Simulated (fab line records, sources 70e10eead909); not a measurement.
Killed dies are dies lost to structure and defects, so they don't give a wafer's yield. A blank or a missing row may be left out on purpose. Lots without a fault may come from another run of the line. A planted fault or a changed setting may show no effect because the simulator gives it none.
Chamber matching | flow nand_harc | NHARC_A_BLC_CMP_25 on cmp-04: 4 sister chambers
The step polishes, t overpolish 30 s, target thk 150 nm. 16 wafers are shown with their chamber, then 8 later ones without.

WAFERS WITH THEIR CHAMBER
wafer  | chamber | motor_current_A (A) | time_to_endpoint_s (s) | overpolish_run_s (s)
L074.2 | 3       | 12.5                | 30                     | 30.006
L074.3 | 1       | 13.2                | 31                     | 29.989
L074.6 | 0       | 12.1                | 33                     | 30.014
L076.1 | 0       | 12.8                | 37                     | 29.998
L076.5 | 1       | 13.1                | 31                     | 30.008
L076.6 | 2       | 14.4                | 29                     | 30.009
L075.1 | 0       | 12.6                | 36                     | 30.008
L075.4 | 2       | 14.2                | 30                     | 29.994
L075.6 | 2       | 13.7                | 30                     | 30.005
L077.1 | 0       | 12.8                | 33                     | 29.988
L077.5 | 1       | 12.9                | 29                     | 29.988
L077.6 | 0       | 12.5                | 34                     | 29.987
L082.2 | 3       | 11.0                | 26                     | 30.004
L082.3 | 2       | 13.5                | 29                     | 30.016
L082.6 | 0       | 13.0                | 32                     | 30.007
L089.1 | 2       | 14.1                | 35                     | 29.975

SIGNATURES (means of the wafers above)
reading            | chamber 0 | chamber 1 | chamber 2 | chamber 3 | scatter within a chamber
motor_current_A    | 12.633    | 13.067    | 13.980    | 11.750    | 0.429
time_to_endpoint_s | 34.17     | 30.33     | 30.60     | 28.00     | 2.14
overpolish_run_s   | 30.00033  | 29.99500  | 29.99980  | 30.00500  | 0.0126
Rule: a wafer's distance from a chamber is the root of the sum, over the readings, of the square of ((its reading less the chamber's mean) divided by the reading's scatter). The wafer belongs to the nearest chamber; if the next one is less than 2 further off, it can't be placed. The scatter: the root of (the sum of the squares of (reading less its chamber's mean) over the shown wafers, divided by (wafers less chambers)).

WAFERS WITHOUT THEIR CHAMBER
wafer  | motor_current_A (A) | time_to_endpoint_s (s) | overpolish_run_s (s)
L089.2 | 13.2                | 36                     | 29.987
L089.4 | 12.9                | 34                     | 30.002
L091.2 | 13.1                | 31                     | 30.001
L091.3 | 12.4                | 30                     | 30.019
L091.5 | 12.5                | 32                     | 29.999
L097.3 | 13.6                | 34                     | 30.001
L097.5 | 13.4                | 30                     | 30.002
L097.6 | 12.7                | 34                     | 30.019

WHICH CHAMBER EACH WENT THROUGH
wafer  | from the rows above               | in truth
L089.2 | can't be placed: 0 or 1 or 2      | 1
L089.4 | can't be placed: 0 or 1           | 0
L091.2 | can't be placed: 1 or 0 or 2      | 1
L091.3 | can't be placed: 3 or 1 or 0 or 2 | 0
L091.5 | can't be placed: 0 or 1 or 3      | 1
L097.3 | can't be placed: 2 or 1 or 0      | 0
L097.5 | can't be placed: 1 or 2 or 0      | 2
L097.6 | can't be placed: 0 or 1           | 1
Placed correctly: 0 of 8. Can't be placed from these rows: 8 (the true chamber is among the candidates in 8). Placed wrongly: 0.
